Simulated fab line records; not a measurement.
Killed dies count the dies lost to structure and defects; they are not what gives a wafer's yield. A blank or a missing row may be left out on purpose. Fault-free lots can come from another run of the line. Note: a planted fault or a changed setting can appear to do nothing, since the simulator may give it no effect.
Which tool is to blame? | flow n5Finfet | 24 lots, 72 wafers sampled, at 6 steps of a route of 1938

== WHAT THE GAUGES READ, wafer by wafer ==
The record holds no reading of a measuring or inspecting step that can be judged against a usual standard deviation.

== WHAT TOOL EACH LOT RAN ON (gives the tool, then ch and the chambers of the sampled wafers, and finally the start) ==
lot  | N5_BEOL_M3_STRIP_36               | N5_BEOL_M3_ALD_84                  | N5_BEOL_M3_SPUTTER_48       | N5_BEOL_M3_ANNEAL_80        | N5_BEOL_M3_SPUTTER_81       | N5_BEOL_M3_ANNEAL_89
L074 | rieDiel-05 ch 0,1, day 7 11:16    | aldMetal-04 ch 1,2, day 7 12:03    | pvdSputter-03, day 7 12:50  | pvdSputter-03, day 7 13:08  | pvdSputter-03, day 7 13:17  | pvdSputter-03, day 7 13:48
L075 | rieDiel-03 ch 0,1,2, day 7 16:56  | aldMetal-04 ch 0,2, day 7 18:11    | pvdSputter-02, day 7 19:46  | pvdSputter-02, day 7 20:04  | pvdSputter-02, day 7 20:12  | pvdSputter-02, day 7 20:43
L076 | rieDiel-03 ch 0,1,2, day 8 20:25  | aldMetal-04 ch 1,3, day 8 21:56    | pvdSputter-02, day 8 22:51  | pvdSputter-02, day 8 23:09  | pvdSputter-02, day 8 23:17  | pvdSputter-02, day 8 23:49
L078 | rieDiel-01 ch 0,1,3, day 8 21:35  | aldMetal-03 ch 0,3, day 8 22:47    | pvdSputter-01, day 9 00:09  | pvdSputter-01, day 9 00:27  | pvdSputter-01, day 9 00:35  | pvdSputter-01, day 9 01:07
L081 | rieDiel-03 ch 1,2,3, day 9 00:55  | aldMetal-03 ch 0,1,3, day 9 01:35  | pvdSputter-01, day 9 02:19  | pvdSputter-01, day 9 02:37  | pvdSputter-01, day 9 02:45  | pvdSputter-01, day 9 03:16
L077 | rieDiel-01 ch 0,1,3, day 9 01:02  | aldMetal-04 ch 0,2, day 9 01:41    | pvdSputter-03, day 9 02:20  | pvdSputter-03, day 9 02:38  | pvdSputter-03, day 9 02:47  | pvdSputter-03, day 9 03:18
L079 | rieDiel-01 ch 0,1,2, day 9 04:08  | aldMetal-02 ch 1,2,3, day 9 04:37  | pvdSputter-03, day 9 05:05  | pvdSputter-03, day 9 05:23  | pvdSputter-03, day 9 05:32  | pvdSputter-03, day 9 06:03
L080 | rieDiel-03 ch 2,3, day 9 04:08    | aldMetal-02 ch 1,3, day 9 04:50    | pvdSputter-02, day 9 05:20  | pvdSputter-02, day 9 05:38  | pvdSputter-02, day 9 05:46  | pvdSputter-02, day 9 06:17
L082 | rieDiel-01 ch 0,1,3, day 9 04:29  | aldMetal-03 ch 1,2,3, day 9 05:01  | pvdSputter-01, day 9 05:31  | pvdSputter-01, day 9 05:49  | pvdSputter-01, day 9 05:57  | pvdSputter-01, day 9 06:28
L083 | rieDiel-05 ch 1,2, day 9 10:49    | aldMetal-02 ch 0,2,3, day 9 11:46  | pvdSputter-01, day 9 12:19  | pvdSputter-01, day 9 12:37  | pvdSputter-01, day 9 12:46  | pvdSputter-01, day 9 13:17
L084 | rieDiel-05 ch 2,3, day 9 15:00    | aldMetal-04 ch 0,1, day 9 15:44    | pvdSputter-01, day 9 16:23  | pvdSputter-01, day 9 16:41  | pvdSputter-01, day 9 16:50  | pvdSputter-01, day 9 17:21
L085 | rieDiel-03 ch 2,3, day 10 13:04   | aldMetal-03 ch 0,1,2, day 10 13:47 | pvdSputter-02, day 10 14:32 | pvdSputter-02, day 10 14:50 | pvdSputter-02, day 10 14:58 | pvdSputter-02, day 10 15:29
L086 | rieDiel-01 ch 0,1,2, day 10 18:44 | aldMetal-03 ch 1,2, day 10 19:43   | pvdSputter-03, day 10 21:45 | pvdSputter-03, day 10 22:03 | pvdSputter-03, day 10 22:11 | pvdSputter-03, day 10 22:43
L087 | rieDiel-01 ch 0,1,3, day 10 23:04 | aldMetal-04 ch 2,3, day 11 00:09   | pvdSputter-03, day 11 01:31 | pvdSputter-03, day 11 01:49 | pvdSputter-03, day 11 01:57 | pvdSputter-03, day 11 02:28
L088 | rieDiel-01 ch 0,1,3, day 11 09:30 | aldMetal-03 ch 0,1,2, day 11 10:32 | pvdSputter-02, day 11 12:48 | pvdSputter-02, day 11 13:06 | pvdSputter-02, day 11 13:14 | pvdSputter-02, day 11 13:46
L091 | rieDiel-03 ch 1,2,3, day 11 14:53 | aldMetal-03 ch 1,2, day 11 15:36   | pvdSputter-02, day 11 16:23 | pvdSputter-02, day 11 16:41 | pvdSputter-02, day 11 16:49 | pvdSputter-02, day 11 17:20
L089 | rieDiel-05 ch 1,3, day 11 17:53   | aldMetal-03 ch 0,1,3, day 11 18:35 | pvdSputter-01, day 11 19:02 | pvdSputter-01, day 11 19:20 | pvdSputter-01, day 11 19:29 | pvdSputter-01, day 11 20:00
L090 | rieDiel-01 ch 0,1,2, day 11 22:48 | aldMetal-02 ch 1,2, day 11 23:46   | pvdSputter-03, day 12 00:22 | pvdSputter-03, day 12 00:40 | pvdSputter-03, day 12 00:48 | pvdSputter-03, day 12 01:19
L093 | rieDiel-03 ch 1,2, day 12 08:23   | aldMetal-04 ch 0,3, day 12 09:17   | pvdSputter-01, day 12 09:47 | pvdSputter-01, day 12 10:05 | pvdSputter-01, day 12 10:13 | pvdSputter-01, day 12 10:44
L092 | rieDiel-01 ch 1,2, day 12 09:01   | aldMetal-02 ch 0,1,3, day 12 09:30 | pvdSputter-03, day 12 11:12 | pvdSputter-03, day 12 11:30 | pvdSputter-03, day 12 11:38 | pvdSputter-03, day 12 12:10
L094 | rieDiel-01 ch 1,2, day 12 13:06   | aldMetal-03 ch 1,2, day 12 13:51   | pvdSputter-02, day 12 14:32 | pvdSputter-02, day 12 14:50 | pvdSputter-02, day 12 14:58 | pvdSputter-02, day 12 15:29
L095 | rieDiel-03 ch 0,2,3, day 13 01:41 | aldMetal-03 ch 0,3, day 13 02:26   | pvdSputter-03, day 13 03:01 | pvdSputter-03, day 13 03:19 | pvdSputter-03, day 13 03:27 | pvdSputter-03, day 13 03:58
L097 | rieDiel-01 ch 0,2,3, day 13 08:08 | aldMetal-03 ch 1,3, day 13 09:32   | pvdSputter-01, day 13 10:16 | pvdSputter-01, day 13 10:34 | pvdSputter-01, day 13 10:43 | pvdSputter-01, day 13 11:14
L096 | rieDiel-03 ch 0,3, day 13 10:11   | aldMetal-02 ch 0,3, day 13 12:34   | pvdSputter-01, day 13 13:51 | pvdSputter-01, day 13 14:09 | pvdSputter-01, day 13 14:17 | pvdSputter-01, day 13 14:49
- N5_BEOL_M3_STRIP_36: strips in N2/H2.
- N5_BEOL_M3_ALD_84: deposits TaN, pulse time 2 s, purge time 3 s, co reactant purge time 2 s.
- N5_BEOL_M3_SPUTTER_48: material Cu, target thk 4.5 nm, time 8.29 s.
- N5_BEOL_M3_ANNEAL_80: time 240 s.
- N5_BEOL_M3_SPUTTER_81: material Cu, target thk 4.5 nm, time 8.29 s.
- N5_BEOL_M3_ANNEAL_89: time 240 s.

== AS READ BY THE TOOLS THEMSELVES (means over the sampled wafers that have a number; for cases with no such wafer, the mark the record gives instead) ==
N5_BEOL_M3_STRIP_36. Usual: drypumpMotorCurrentA 5.8 A, standard deviation 0.47; oesProductAu 0.83 a.u., standard deviation 0.068; rfVppV 58.9 V, standard deviation 1.5; showerheadPlenumPTorr 2.53 Torr, standard deviation 0.078; tempC 40.00 C, standard deviation 0.1; throttleValvePct 23.4 %, standard deviation 0.39.
lot  | tool       | drypumpMotorCurrentA (A) | oesProductAu (a.u.) | rfVppV (V) | showerheadPlenumPTorr (Torr) | tempC (C) | throttleValvePct (%) | flag
L074 | rieDiel-05 | 5.4                      | 0.70                | 58.4       | 2.49                         | 39.93     | 23.5                 | 
L075 | rieDiel-03 | 6.2                      | 0.80                | 58.0       | 2.56                         | 39.91     | 23.6                 | 
L076 | rieDiel-03 | 6.1                      | 0.79                | 59.5       | 2.55                         | 40.05     | 23.6                 | 
L078 | rieDiel-01 | 5.6                      | 0.88                | 58.9       | 2.51                         | 40.02     | 23.2                 | 
L081 | rieDiel-03 | 6.3                      | 0.81                | 58.7       | 2.59                         | 40.04     | 23.4                 | 
L077 | rieDiel-01 | 5.7                      | 0.87                | 60.0       | 2.51                         | 39.84     | 23.2                 | 
L079 | rieDiel-01 | 5.4                      | 0.89                | 60.2       | 2.46                         | 40.03     | 23.1                 | 
L080 | rieDiel-03 | 6.3                      | 0.85                | 59.7       | 2.65                         | 40.07     | 23.5                 | 
L082 | rieDiel-01 | 5.7                      | 0.88                | 59.9       | 2.50                         | 39.88     | 23.3                 | 
L083 | rieDiel-05 | 5.3                      | 0.79                | 58.1       | 2.50                         | 39.93     | 23.5                 | 
L084 | rieDiel-05 | 5.3                      | 0.81                | 60.0       | 2.51                         | 40.08     | 23.7                 | 
L085 | rieDiel-03 | 6.0                      | 0.81                | 57.9       | 2.60                         | 39.99     | 23.3                 | 
L086 | rieDiel-01 | 5.4                      | 0.88                | 59.1       | 2.46                         | 40.00     | 23.1                 | 
L087 | rieDiel-01 | 5.6                      | 0.86                | 58.1       | 2.50                         | 40.07     | 23.3                 | 
L088 | rieDiel-01 | 5.6                      | 0.85                | 59.0       | 2.50                         | 40.01     | 23.3                 | 
L091 | rieDiel-03 | 6.3                      | 0.79                | 59.0       | 2.58                         | 39.98     | 23.4                 | 
L089 | rieDiel-05 | 5.9                      | 0.91                | 57.6       | 2.60                         | 40.06     | 23.2                 | 
L090 | rieDiel-01 | 5.4                      | 0.85                | 57.0       | 2.46                         | 40.06     | 23.1                 | 
L093 | rieDiel-03 | 6.1                      | 0.75                | 59.0       | 2.54                         | 40.00     | 23.3                 | 
L092 | rieDiel-01 | 5.4                      | 0.85                | 58.5       | 2.46                         | 39.91     | 22.9                 | 
L094 | rieDiel-01 | 5.3                      | 0.85                | 57.8       | 2.44                         | 39.96     | 23.0                 | 
L095 | rieDiel-03 | 6.1                      | 0.78                | 59.2       | 2.60                         | 40.00     | 23.8                 | 
L097 | rieDiel-01 | 5.6                      | 0.84                | 57.5       | 2.48                         | 39.99     | 23.4                 | 
L096 | rieDiel-03 | 6.3                      | 0.82                | 59.3       | 2.64                         | 40.07     | 23.9                 | 

N5_BEOL_M3_ALD_84. Usual: heaterPowerW 411 W, standard deviation 45.
lot  | tool        | heaterPowerW (W) | flag
L074 | aldMetal-04 | 385              | 
L075 | aldMetal-04 | 438              | 
L076 | aldMetal-04 | 396              | 
L078 | aldMetal-03 | 451              | 
L081 | aldMetal-03 | 426              | 
L077 | aldMetal-04 | 442              | 
L079 | aldMetal-02 | 395              | 
L080 | aldMetal-02 | 354              | 
L082 | aldMetal-03 | 392              | 
L083 | aldMetal-02 | 396              | 
L084 | aldMetal-04 | 430              | 
L085 | aldMetal-03 | 409              | 
L086 | aldMetal-03 | 377              | 
L087 | aldMetal-04 | 438              | 
L088 | aldMetal-03 | 409              | 
L091 | aldMetal-03 | 379              | 
L089 | aldMetal-03 | 427              | 
L090 | aldMetal-02 | 438              | 
L093 | aldMetal-04 | 462              | 
L092 | aldMetal-02 | 374              | 
L094 | aldMetal-03 | 383              | 
L095 | aldMetal-03 | 435              | 
L097 | aldMetal-03 | 385              | 
L096 | aldMetal-02 | 364              | 

N5_BEOL_M3_SPUTTER_48. Usual: substrateTempC -20.01 C, standard deviation 0.1; throttleValvePct 29.9 %, standard deviation 0.93.
lot  | tool          | substrateTempC (C) | throttleValvePct (%) | flag
L074 | pvdSputter-03 | -20.00             | 30.6                 | 
L075 | pvdSputter-02 | -20.03             | 29.2                 | 
L076 | pvdSputter-02 | -19.94             | 29.3                 | 
L078 | pvdSputter-01 | -19.97             | 29.9                 | 
L081 | pvdSputter-01 | -19.98             | 29.9                 | 
L077 | pvdSputter-03 | -19.97             | 30.2                 | 
L079 | pvdSputter-03 | -19.92             | 30.5                 | 
L080 | pvdSputter-02 | -19.98             | 28.8                 | 
L082 | pvdSputter-01 | -20.02             | 30.0                 | 
L083 | pvdSputter-01 | -19.96             | 29.7                 | 
L084 | pvdSputter-01 | -20.07             | 30.1                 | 
L085 | pvdSputter-02 | -20.16             | 30.3                 | 
L086 | pvdSputter-03 | -19.98             | 30.3                 | 
L087 | pvdSputter-03 | -20.11             | 30.7                 | 
L088 | pvdSputter-02 | -20.10             | 29.8                 | 
L091 | pvdSputter-02 | -19.99             | 29.4                 | 
L089 | pvdSputter-01 | -19.91             | 29.8                 | 
L090 | pvdSputter-03 | -20.08             | 30.7                 | 
L093 | pvdSputter-01 | -20.01             | 29.9                 | 
L092 | pvdSputter-03 | -20.02             | 30.5                 | 
L094 | pvdSputter-02 | -19.99             | 27.9                 | 
L095 | pvdSputter-03 | -20.00             | 30.4                 | 
L097 | pvdSputter-01 | -20.03             | 29.9                 | 
L096 | pvdSputter-01 | -19.99             | 29.3                 | 

N5_BEOL_M3_ANNEAL_80. Usual: heaterPowerW 840 W, standard deviation 98; susceptor_temp_C_max 401.0, standard deviation 0.48.
lot  | tool          | heaterPowerW (W) | susceptor_temp_C_max | flag
L074 | pvdSputter-03 | 777              | 400.6                | 
L075 | pvdSputter-02 | 1005             | 401.3                | 
L076 | pvdSputter-02 | 853              | 400.6                | 
L078 | pvdSputter-01 | 860              | 401.4                | 
L081 | pvdSputter-01 | 845              | 401.9                | 
L077 | pvdSputter-03 | 824              | 400.8                | 
L079 | pvdSputter-03 | 801              | 400.3                | 
L080 | pvdSputter-02 | 920              | 400.8                | 
L082 | pvdSputter-01 | 851              | 401.7                | 
L083 | pvdSputter-01 | 858              | 401.1                | 
L084 | pvdSputter-01 | 831              | 401.7                | 
L085 | pvdSputter-02 | 923              | 400.7                | 
L086 | pvdSputter-03 | 727              | 400.7                | 
L087 | pvdSputter-03 | 771              | 400.5                | 
L088 | pvdSputter-02 | 912              | 401.1                | 
L091 | pvdSputter-02 | 924              | 401.0                | 
L089 | pvdSputter-01 | 873              | 401.2                | 
L090 | pvdSputter-03 | 682              | 400.7                | 
L093 | pvdSputter-01 | 840              | 401.7                | 
L092 | pvdSputter-03 | 775              | 400.7                | 
L094 | pvdSputter-02 | 856              | 400.8                | 
L095 | pvdSputter-03 | 816              | 400.6                | 
L097 | pvdSputter-01 | 862              | 401.6                | 
L096 | pvdSputter-01 | 861              | 401.2                | 

N5_BEOL_M3_SPUTTER_81. Usual: substrateTempC -20.01 C, standard deviation 0.11; throttleValvePct 29.8 %, standard deviation 0.93.
lot  | tool          | substrateTempC (C) | throttleValvePct (%) | flag
L074 | pvdSputter-03 | -20.12             | 30.8                 | 
L075 | pvdSputter-02 | -20.07             | 29.1                 | 
L076 | pvdSputter-02 | -20.02             | 29.4                 | 
L078 | pvdSputter-01 | -19.96             | 30.0                 | 
L081 | pvdSputter-01 | -19.99             | 30.1                 | 
L077 | pvdSputter-03 | -19.93             | 30.2                 | 
L079 | pvdSputter-03 | -19.99             | 30.5                 | 
L080 | pvdSputter-02 | -20.18             | 28.8                 | 
L082 | pvdSputter-01 | -19.96             | 29.9                 | 
L083 | pvdSputter-01 | -20.02             | 29.6                 | 
L084 | pvdSputter-01 | -20.02             | 30.1                 | 
L085 | pvdSputter-02 | -20.08             | 30.2                 | 
L086 | pvdSputter-03 | -19.98             | 30.2                 | 
L087 | pvdSputter-03 | -20.12             | 30.5                 | 
L088 | pvdSputter-02 | -20.03             | 29.7                 | 
L091 | pvdSputter-02 | -19.92             | 29.3                 | 
L089 | pvdSputter-01 | -19.96             | 29.6                 | 
L090 | pvdSputter-03 | -20.05             | 30.6                 | 
L093 | pvdSputter-01 | -19.99             | 30.0                 | 
L092 | pvdSputter-03 | -20.02             | 30.8                 | 
L094 | pvdSputter-02 | -19.94             | 28.1                 | 
L095 | pvdSputter-03 | -19.92             | 30.4                 | 
L097 | pvdSputter-01 | -20.01             | 30.0                 | 
L096 | pvdSputter-01 | -20.13             | 29.3                 | 

N5_BEOL_M3_ANNEAL_89. Usual: heaterPowerW 841 W, standard deviation 98; susceptor_temp_C_max 401.0, standard deviation 0.48.
lot  | tool          | heaterPowerW (W) | susceptor_temp_C_max | flag
L074 | pvdSputter-03 | 762              | 400.7                | 
L075 | pvdSputter-02 | 990              | 401.3                | 
L076 | pvdSputter-02 | 851              | 400.8                | 
L078 | pvdSputter-01 | 857              | 401.7                | 
L081 | pvdSputter-01 | 858              | 401.6                | 
L077 | pvdSputter-03 | 839              | 400.8                | 
L079 | pvdSputter-03 | 800              | 400.5                | 
L080 | pvdSputter-02 | 935              | 400.9                | 
L082 | pvdSputter-01 | 854              | 401.4                | 
L083 | pvdSputter-01 | 849              | 401.0                | 
L084 | pvdSputter-01 | 838              | 401.6                | 
L085 | pvdSputter-02 | 916              | 400.8                | 
L086 | pvdSputter-03 | 715              | 400.8                | 
L087 | pvdSputter-03 | 771              | 400.7                | 
L088 | pvdSputter-02 | 922              | 401.2                | 
L091 | pvdSputter-02 | 913              | 401.4                | 
L089 | pvdSputter-01 | 886              | 401.4                | 
L090 | pvdSputter-03 | 677              | 400.9                | 
L093 | pvdSputter-01 | 859              | 401.3                | 
L092 | pvdSputter-03 | 767              | 400.9                | 
L094 | pvdSputter-02 | 871              | 401.2                | 
L095 | pvdSputter-03 | 837              | 400.7                | 
L097 | pvdSputter-01 | 849              | 401.5                | 
L096 | pvdSputter-01 | 870              | 401.1                | 

== THE ANSWER, worked out from the rows above alone ==
Rule: take the mean of a lot's wafers that have a number; if it is more than 3 standard deviations from the usual mean, the lot is off. Also off: a lot with no number at a reading for which 4 or more lots have one. All remaining lots with rows at the step are treated as sound. First the gauges in route order, then the tools' own readings, where a lot's mean is used as printed above. At the first step where some lot is off, the reading lying furthest off is the one used; lots without a number count as furthest.
No lot is off on any of the readings shown, so nothing can be concluded from this.

== WHAT THE SIMULATOR HAD PUT IN ==
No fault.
